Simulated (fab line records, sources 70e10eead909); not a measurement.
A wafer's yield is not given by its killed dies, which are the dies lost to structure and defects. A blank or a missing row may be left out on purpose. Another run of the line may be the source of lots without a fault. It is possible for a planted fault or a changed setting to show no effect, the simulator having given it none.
A lot that was struck, set against a sound lot ; flow nand-harc ; 38 out of 1302 route steps
Sound: these wafers, L247.2, L247.3, L247.5. The struck wafers were L243.1, L243.2, L243.4. The cause is given at the end.
Order at every step that has rows: each side's tool, ch and its chambers, its first start. Under that, the readings that differ: sound wafers ; struck wafers ; difference of the means ; sigmas: that difference in standard deviations of wafers without a fault.
alike: readings with means less than 2 such deviations apart, plus words and numbers identical on both sides. not compared: withheld readings, readings lacking a value on some wafer, bounds such as >300 that could conceal the same value, and numbers that have no deviation in the record and whose values overlap.
The two part at a step that has a row with sigmas, a row that says differs or no value, or rows on one side only. Numbers that have no deviation but don't overlap get no sigmas and don't part them. A reading missing from all wafers of one side parts the sides only when that side holds two or more wafers.

first, 4 steps without rows for these wafers: NHARC_A_ZERO_WELL_STRIP_14 (strips in SPM, time 900 s); NHARC_A_ZERO_WELL_IMPLANT_15; NHARC_A_ZERO_WELL_PRECLEAN_22 (cleans in SC1, time 60 s); NHARC_A_ZERO_WELL_SRD_23.
NHARC_A_ZERO_WELL_RTA_16: time 10 s.
  sound on rtp-anneal-02 ch 0, day 9 17:20; struck on rtp-anneal-02 ch 0, day 8 10:14
  alike: lamp-power-pct, wafer_temp_C_max
NHARC_A_ZERO_WELL_INSPECT_17:
  sound on defect-inspect-01, day 9 17:31; struck on defect-inspect-01, day 8 10:26
  alike: raw-defect-count
then, 3 steps without rows for these wafers: NHARC_A_SOURCE_PLATE_PRECLEAN_00 (cleans in HF-LAST, time 60 s); NHARC_A_SOURCE_PLATE_SRD_01; NHARC_A_SOURCE_PLATE_OXIDE_02 (material SiO2, target thk 10 nm, ox time 1362 s).
NHARC_A_SOURCE_PLATE_THK_MEAS_09: measures by ellipsometry.
  sound on film-metro-02, day 9 23:56; struck on film-metro-02, day 8 19:30
  alike: thk-nm
then, 1 step without rows for these wafers: NHARC_A_SOURCE_PLATE_PVD_04 (deposits WSi2, target thk 50 nm).
NHARC_A_SOURCE_PLATE_CVD_03: deposits poly-Si, target thk 200 nm, time 4000 s.
  sound on lpcvd-poly-01 ch 0, day 10 02:35; struck on lpcvd-poly-03 ch 0, day 8 21:59
reading;sound;struck;difference;sigmas
zone-power-lower-pct (%);10.1 10.0 10.3;9.0 9.3 9.1;-1.0;-2
then, 1 step without rows for these wafers: NHARC_A_SOURCE_PLATE_ANNEAL_05 (time 1800 s).
NHARC_A_SOURCE_PLATE_THK_MEAS_06: measures by ellipsometry.
  sound on film-metro-01, day 10 12:58; struck on film-metro-02, day 9 08:28
  alike: thk-nm
NHARC_A_SOURCE_PLATE_INSPECT_08:
  sound on defect-inspect-01, day 10 13:02; struck on defect-inspect-02, day 9 08:43
reading;sound;struck;difference;sigmas
raw-defect-count;40 63 41;940 1004 964;+921;+44
  not compared: hold
NHARC_A_ONON_D1_THK_MEAS_02: measures by ellipsometry.
  sound on film-metro-01, day 10 13:37; struck on film-metro-02, day 9 11:45
  alike: thk-nm
following that, 1 step holds no rows for these wafers, namely NHARC_A_ONON_D1_DEP_03 (target thickness 1000 nm).
NHARC_A_ONON_D1_THK_MEAS_05: measures by ellipsometry.
  sound on film-metro-01, day 10 14:10; struck on film-metro-01, day 9 12:19
  alike: thk-nm
following that, 1 step holds no rows for these wafers, namely NHARC_A_ONON_D1_DEP_06 (target thickness 1000 nm).
NHARC_A_ONON_D1_THK_MEAS_08: measures by ellipsometry.
  sound on film-metro-01, day 10 14:44; struck on film-metro-01, day 9 12:53
  alike: thk-nm
following that, 1 step holds no rows for these wafers, namely NHARC_A_ONON_D1_DEP_09 (target thickness 1000 nm).
NHARC_A_ONON_D1_THK_MEAS_11: measures by ellipsometry.
  sound on film-metro-02, day 10 15:18; struck on film-metro-02, day 9 13:26
  alike: thk-nm
following that, 1 step holds no rows for these wafers, namely NHARC_A_ONON_D1_DEP_12 (target thickness 1000 nm).
NHARC_A_ONON_D1_THK_MEAS_14: measures by ellipsometry.
  sound on film-metro-02, day 10 15:52; struck on film-metro-01, day 9 14:01
  alike: thk-nm
then, 2 steps without rows for these wafers: NHARC_A_ONON_D1_ANNEAL_15 (time 3600 s); NHARC_A_ONON_D1_DEP_16 (target thk 1000 nm).
NHARC_A_ONON_D1_THK_MEAS_18: measures by ellipsometry.
  sound on film-metro-02, day 10 23:29; struck on film-metro-01, day 9 19:19
  alike: thk-nm
following that, 1 step holds no rows for these wafers, namely NHARC_A_ONON_D1_DEP_19 (target thickness 1000 nm).
NHARC_A_ONON_D1_THK_MEAS_21: measures by ellipsometry.
  sound on film-metro-01, day 11 00:31; struck on film-metro-01, day 9 19:53
reading;sound;struck;difference;sigmas
thk-nm (nm);992 994 995;1024 1022 1024;+30;+3
following that, 1 step holds no rows for these wafers, namely NHARC_A_ONON_D1_DEP_22 (target thickness 1000 nm).
NHARC_A_ONON_D1_THK_MEAS_24: measures by ellipsometry.
  sound on film-metro-02, day 11 01:10; struck on film-metro-01, day 9 20:26
  alike: thk-nm
following that, 1 step holds no rows for these wafers, namely NHARC_A_ONON_D1_DEP_25 (target thickness 1000 nm).
NHARC_A_ONON_D1_THK_MEAS_27: measures by ellipsometry.
  sound on film-metro-01, day 11 01:44; struck on film-metro-01, day 9 21:01
  alike: thk-nm
  not compared: hold
following that, 1 step holds no rows for these wafers, namely NHARC_A_ONON_D1_DEP_28 (target thickness 1000 nm).
NHARC_A_ONON_D1_THK_MEAS_30: measures by ellipsometry.
  sound on film-metro-01, day 11 02:18; struck on film-metro-02, day 9 21:35
  alike: thk-nm
NHARC_A_ONON_D1_DEP_33: deposits SiO2, target thk 200 nm.
  sound on pecvd-04 ch 1,2, day 11 02:24; struck on pecvd-01 ch 0,2, day 9 21:41
  alike: flow-sccm, heater-power-w, susceptor-temp-C, throttle-valve-pct
NHARC_A_ONON_D1_THK_MEAS_34: measures by ellipsometry.
  sound on film-metro-02, day 11 02:47; struck on film-metro-02, day 9 22:03
  alike: thk-nm
after that, 1 step had no rows for these wafers: NHARC_END_SORT_01.

== WHERE THEY PART ==
Earliest at NHARC_A_SOURCE_PLATE_CVD_03; latest, in this record, at NHARC_A_ONON_D1_THK_MEAS_21. Later steps at which nothing parts them and some readings are alike: NHARC_A_ONON_D1_THK_MEAS_24, NHARC_A_ONON_D1_THK_MEAS_27, NHARC_A_ONON_D1_THK_MEAS_30, NHARC_A_ONON_D1_DEP_33, NHARC_A_ONON_D1_THK_MEAS_34.

WHY: what the simulator had put in
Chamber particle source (lpcvd-poly-03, NHARC_A_SOURCE_PLATE_CVD_03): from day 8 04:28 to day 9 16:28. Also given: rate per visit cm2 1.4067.
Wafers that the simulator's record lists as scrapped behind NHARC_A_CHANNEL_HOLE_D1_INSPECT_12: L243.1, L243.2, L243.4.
